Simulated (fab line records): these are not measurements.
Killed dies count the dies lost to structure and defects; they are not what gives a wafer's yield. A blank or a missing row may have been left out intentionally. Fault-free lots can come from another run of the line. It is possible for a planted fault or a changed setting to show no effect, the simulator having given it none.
fab line records	flow n5-finfet
record: lots: 15	wafers: 43	last-day: 18
route steps=1938 shown PAD_METAL@1893 PASSIVATION@1923
lots with no fault: from the same line, run without faults
start-h: the number of hours between the record's first day and the start of the first shown wafer of the lot	wait-h: how many hours have passed since the lot's step before this one	" repeats the value in the row above	L1.1+2: a row that stands for several wafers	- either no value or no given start	* or withheld: withheld	< > ~ a bound
route shown NAME@n: a module of which the file shows steps, and the number in the route of the first	usual: mean/standard deviation taken from wafers without a fault	same: alike in all rows	chamber/n: place in a boat	sites: each site's reading	_std_site: how widely they spread, as a standard deviation	_edge_site: the outer-site mean with the inner-site mean subtracted	radius-mm: how far each site lies from the wafer's centre	mask NAME#n: copy n	behind: tool/chamber where the wafer was last shaped	hold: why the lot was held/for how many hours/how that ended	device: which transistor (n, p or np) failed to switch	end of line: tests of these same wafers at the route's end	step lacking rows: just its recipe	killed: count of dies lost to structure and defects at first sort (not the wafer's yield)	map: dies across one wafer; x = killed, . = not, _ = none there
set.NAME: the setting that was run; set.NAME@STEP: the one run at that earlier step	model.NAME: the simulator's own value behind a step, which no gauge read
one table for each step of the route and one row for each wafer, over a sample of lots
services: from which hour (start-h, from the record's first day; less than 0 if before it) a tool's chamber was out of use, for how many hours, and why
== steps ==
step: N5_PASSIVATION_DEGAS_18
recipe: ambient: vacuum	temp-c: 300	time-s: 60
usual: heater-power-w: 494/76
lot.wafer	tool	chamber	start-h	wait-h	heater-power-w
L492.1	pvd-sputter-03	-	247.20	1.7	476
L492.2	"	-	"	"	366
L492.3	"	-	"	"	573
L495.3	pvd-sputter-01	-	255.79	0.2	449
L495.4	"	-	"	"	511
L495.6	"	-	"	"	482
L496.2	pvd-sputter-03	-	268.98	0.4	582
L496.4	"	-	"	"	534
L496.6	"	-	"	"	586
L497.3	pvd-sputter-02	-	273.65	0.0	639
L497.4	"	-	"	"	454
L497.5	"	-	"	"	507
L498.3	pvd-sputter-03	-	360.06	0.1	366
L498.4	"	-	"	"	537
L502.1	pvd-sputter-03	-	365.34	0.4	475
L502.2	"	-	"	"	373
L502.4	"	-	"	"	529
L506.3	pvd-sputter-03	-	370.67	2.8	539
L506.5	"	-	"	"	479
L506.6	"	-	"	"	367
L505.3	pvd-sputter-02	-	371.63	0.5	639
L505.5	"	-	"	"	635
L505.6	"	-	"	"	456
L509.1	pvd-sputter-01	-	385.81	0.3	477
L509.3	"	-	"	"	443
L509.5	"	-	"	"	494
L511.2	pvd-sputter-03	-	392.68	2.8	372
L511.3	"	-	"	"	532
L511.4	"	-	"	"	581
L510.2	pvd-sputter-03	-	393.02	3.0	466
L510.4	"	-	"	"	565
L510.5	"	-	"	"	537
L513.2	pvd-sputter-02	-	400.47	0.3	390
L513.5	"	-	"	"	502
L513.6	"	-	"	"	387
L512.1	pvd-sputter-02	-	400.93	0.3	641
L512.2	"	-	"	"	500
L514.2	pvd-sputter-02	-	413.21	0.8	503
L514.3	"	-	"	"	455
L514.5	"	-	"	"	461
L515.2	pvd-sputter-03	-	426.63	0.0	474
L515.3	"	-	"	"	531
L515.5	"	-	"	"	530
step: N5_PASSIVATION_SPUTTER_20
recipe: material: TaN	target-thk-a: 500	temp-c: 25	chamber-pressure-pa: 0.4
usual: throttle-valve-pct: 30.0/0.62
lot.wafer	tool	chamber	start-h	wait-h	throttle-valve-pct
L492.1	pvd-sputter-03	-	247.29	0.0	29.7
L492.2	"	-	"	"	29.8
L492.3	"	-	"	"	29.9
L495.3	pvd-sputter-01	-	255.87	0.0	30.1
L495.4	"	-	"	"	29.3
L495.6	"	-	"	"	30.3
L496.2	pvd-sputter-03	-	269.07	0.0	29.6
L496.4	"	-	"	"	29.5
L496.6	"	-	"	"	29.5
L497.3	pvd-sputter-02	-	273.73	0.0	29.9
L497.4	"	-	"	"	30.0
L497.5	"	-	"	"	30.1
L498.3	pvd-sputter-03	-	360.14	0.0	29.7
L498.4	"	-	"	"	29.5
L502.1	pvd-sputter-03	-	365.42	0.0	30.1
L502.2	"	-	"	"	29.5
L502.4	"	-	"	"	29.5
L506.3	pvd-sputter-03	-	370.75	0.0	29.6
L506.5	"	-	"	"	29.6
L506.6	"	-	"	"	29.8
L505.3	pvd-sputter-02	-	371.71	0.0	29.8
L505.5	"	-	"	"	29.9
L505.6	"	-	"	"	29.8
L509.1	pvd-sputter-01	-	385.89	0.0	31.7
L509.3	"	-	"	"	30.0
L509.5	"	-	"	"	30.0
L511.2	pvd-sputter-03	-	392.76	0.0	29.8
L511.3	"	-	"	"	29.4
L511.4	"	-	"	"	29.8
L510.2	pvd-sputter-03	-	393.10	0.0	30.0
L510.4	"	-	"	"	29.5
L510.5	"	-	"	"	29.6
L513.2	pvd-sputter-02	-	400.55	0.0	30.7
L513.5	"	-	"	"	30.1
L513.6	"	-	"	"	30.8
L512.1	pvd-sputter-02	-	401.01	0.0	29.7
L512.2	"	-	"	"	30.1
L514.2	pvd-sputter-02	-	413.29	0.0	30.1
L514.3	"	-	"	"	29.9
L514.5	"	-	"	"	30.0
L515.2	pvd-sputter-03	-	426.71	0.0	30.0
L515.3	"	-	"	"	29.3
L515.5	"	-	"	"	29.5
step: N5_PASSIVATION_AL_DEP_21
recipe: material: Al	target-thk-a: 28000	temp-c: 400	time-s: 170	power-w: 30000	chamber-pressure-pa: 0.4	gas: Ar
usual: cathode-dc-power-W: 30000/5.3	throttle-valve-pct: 30.0/0.63
lot.wafer	tool	chamber	start-h	wait-h	cathode-dc-power-W	throttle-valve-pct
L492.1	pvd-sputter-03	-	247.40	0.1	30000	29.9
L492.2	"	-	"	"	30003	29.5
L492.3	"	-	"	"	30001	29.8
L495.3	pvd-sputter-01	-	255.97	0.1	29997	30.1
L495.4	"	-	"	"	30013	29.3
L495.6	"	-	"	"	30004	29.9
L496.2	pvd-sputter-03	-	269.19	0.1	29999	29.5
L496.4	"	-	"	"	30001	29.1
L496.6	"	-	"	"	30005	29.7
L497.3	pvd-sputter-02	-	273.83	0.1	29996	29.5
L497.4	"	-	"	"	29995	30.1
L497.5	"	-	"	"	30000	30.1
L498.3	pvd-sputter-03	-	360.24	0.1	29999	29.6
L498.4	"	-	"	"	30005	29.3
L502.1	pvd-sputter-03	-	365.52	0.1	30001	30.0
L502.2	"	-	"	"	30002	29.5
L502.4	"	-	"	"	30005	29.4
L506.3	pvd-sputter-03	-	370.85	0.1	30000	29.4
L506.5	"	-	"	"	29999	29.9
L506.6	"	-	"	"	29990	29.5
L505.3	pvd-sputter-02	-	371.81	0.1	29999	29.5
L505.5	"	-	"	"	29997	30.0
L505.6	"	-	"	"	29997	30.0
L509.1	pvd-sputter-01	-	385.99	0.1	29997	31.8
L509.3	"	-	"	"	29998	30.6
L509.5	"	-	"	"	30001	30.0
L511.2	pvd-sputter-03	-	392.86	0.1	29995	29.7
L511.3	"	-	"	"	29997	29.6
L511.4	"	-	"	"	30001	29.9
L510.2	pvd-sputter-03	-	393.20	0.1	30000	29.8
L510.4	"	-	"	"	30004	29.7
L510.5	"	-	"	"	30003	29.6
L513.2	pvd-sputter-02	-	400.65	0.1	30000	31.0
L513.5	"	-	"	"	29991	30.3
L513.6	"	-	"	"	29984	30.9
L512.1	pvd-sputter-02	-	401.11	0.1	30000	29.7
L512.2	"	-	"	"	29994	30.0
L514.2	pvd-sputter-02	-	413.39	0.1	29999	30.3
L514.3	"	-	"	"	30014	29.8
L514.5	"	-	"	"	29993	29.8
L515.2	pvd-sputter-03	-	426.81	0.1	30001	30.0
L515.3	"	-	"	"	30004	29.5
L515.5	"	-	"	"	30006	29.3
step: N5_PASSIVATION_DEVELOP_43
recipe: develop-time-s: 60	rinse-liquid: diw	dry: air-spin	dev-temp-c: 21
usual: chill-plate-temp-C: 22.98/0.1	develop-time-s: 60/0
lot.wafer	tool	chamber	start-h	wait-h	chill-plate-temp-C	develop-time-s
L492.1	litho-track-05	0	249.79	-	22.85	60
L492.2	"	0	"	"	23.01	60
L492.3	"	0	"	"	23.06	60
L495.3	litho-track-05	0	258.87	-	23.09	60
L495.4	"	0	"	"	23.15	60
L495.6	"	0	"	"	23.05	60
L496.2	litho-track-05	0	271.33	-	23.17	60
L496.4	"	0	"	"	23.13	60
L496.6	"	0	"	"	22.89	60
L497.3	litho-track-01	0	276.06	-	22.89	60
L497.4	"	0	"	"	22.87	60
L497.5	"	0	"	"	22.96	60
L498.3	litho-track-01	0	363.00	-	22.97	60
L498.4	"	0	"	"	22.93	60
L502.1	litho-track-03	-	367.75	-	-	-
L502.2	"	-	"	"	-	-
L502.4	"	-	"	"	-	-
L506.3	litho-track-05	-	373.38	-	-	-
L506.5	"	-	"	"	-	-
L506.6	"	-	"	"	-	-
L505.3	litho-track-05	-	374.43	-	-	-
L505.5	"	-	"	"	-	-
L505.6	"	-	"	"	-	-
L509.1	litho-track-03	0	388.71	-	22.79	60
L509.3	"	0	"	"	22.74	60
L509.5	"	0	"	"	22.93	60
L511.2	litho-track-01	0	395.12	-	22.96	60
L511.3	"	0	"	"	22.81	60
L511.4	"	0	"	"	23.02	60
L510.2	litho-track-01	0	395.87	-	23.10	60
L510.4	"	0	"	"	23.02	60
L510.5	"	0	"	"	23.12	60
L513.2	litho-track-01	0	402.90	-	23.04	60
L513.5	"	0	"	"	23.03	60
L513.6	"	0	"	"	23.00	60
L512.1	litho-track-05	0	403.47	-	22.85	60
L512.2	"	0	"	"	22.98	60
L514.2	litho-track-03	0	415.74	-	22.97	60
L514.3	"	0	"	"	23.07	60
L514.5	"	0	"	"	23.04	60
L515.2	litho-track-01	0	429.03	-	23.08	60
L515.3	"	0	"	"	22.93	60
L515.5	"	0	"	"	23.11	60
== services ==
tool	chamber	start-h	hours	kind
litho-track-03	-	253.46	-	consumable-replace:filter
pvd-sputter-02	-	356.72	4.6	repair
pvd-sputter-01	-	389.51	6.7	repair
pvd-sputter-01	-	411.63	4.1	repair
== key ==
first-sign: step: N5_PASSIVATION_DEVELOP_43	reading: tool-record	direction: missing
effect none on later readings
met-at N5_PASSIVATION_DEVELOP_43
struck-lots L502,L505,L506
later-rows-left-out L502.1,L502.2,L502.4,L505.3,L505.5,L505.6,L506.3,L506.5,L506.6
sort-left-out L502.1,L502.2,L502.4,L505.3,L505.5,L505.6,L506.3,L506.5,L506.6
not-acting-at N5_PASSIVATION_DEGAS_18,N5_PASSIVATION_SPUTTER_20,N5_PASSIVATION_AL_DEP_21
onset-between 271.33 367.75
fault: kind: skipped-step-whole	tool: litho-track-03,litho-track-05	chamber: -	onset-h: 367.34	steps: N5_PASSIVATION_DEVELOP_43	scope: struck-lots-only
sort-left-out: the simulated sort isn't trusted on such a fault, so these wafers' sort isn't shown, and their yield isn't known
later-rows-left-out: the simulator's readings of these wafers behind a module that went badly wrong aren't trusted and aren't shown, but for the sort
